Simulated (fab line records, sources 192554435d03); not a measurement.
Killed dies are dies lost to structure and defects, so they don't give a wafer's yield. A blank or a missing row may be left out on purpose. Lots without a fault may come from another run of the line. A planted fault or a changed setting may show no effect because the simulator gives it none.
Chamber matching | flow n5_finfet | N5_SD_EPI_N_ETCH_45 on rie_diel-05: 4 sister chambers
The step etches SiOCN in CH3F/O2, target depth 6 nm. 8 wafers are shown with their chamber, then 8 later ones without.

WAFERS WITH THEIR CHAMBER
wafer  | chamber | showerhead_plenum_p_Torr (Torr) | drypump_motor_current_A (A)
L262.3 | 0       | 2.06                            | 5.4
L264.2 | 1       | 1.97                            | 6.2
L264.6 | 3       | 1.98                            | 5.5
L263.5 | 1       | 1.97                            | 6.2
L263.6 | 0       | 2.06                            | 5.4
L265.4 | 2       | 2.07                            | 5.6
L265.6 | 3       | 1.97                            | 5.6
L267.1 | 2       | 2.07                            | 5.6

WAFERS WITHOUT THEIR CHAMBER
wafer  | showerhead_plenum_p_Torr (Torr) | drypump_motor_current_A (A)
L267.2 | 1.97                            | 5.5
L267.6 | 2.07                            | 5.6
L268.1 | 1.97                            | 5.5
L268.3 | 1.97                            | 5.5
L268.4 | 2.05                            | 5.4
L282.2 | 1.96                            | 6.2
L282.5 | 2.04                            | 5.3
L282.6 | 1.96                            | 6.1

WHICH CHAMBER EACH WENT THROUGH
wafer  | from the rows above | in truth
L267.2 | 3                   | 3
L267.6 | 2                   | 2
L268.1 | 3                   | 3
L268.3 | 3                   | 3
L268.4 | 0                   | 0
L282.2 | 1                   | 1
L282.5 | 0                   | 0
L282.6 | 1                   | 1
Placed correctly: 8 of 8. Can't be placed from these rows: 0. Placed wrongly: 0.
How it was worked out, from the rows above alone: a wafer's distance from a chamber is the root of the sum, over the readings, of the square of ((its reading less the chamber's mean) divided by the reading's scatter). The wafer belongs to the nearest chamber; if the next one is less than 2 further off, it can't be placed. A chamber's mean is the mean of its shown wafers. The scatter: the root of (the sum of the squares of (reading less its chamber's mean) over the shown wafers, divided by (wafers less chambers)).
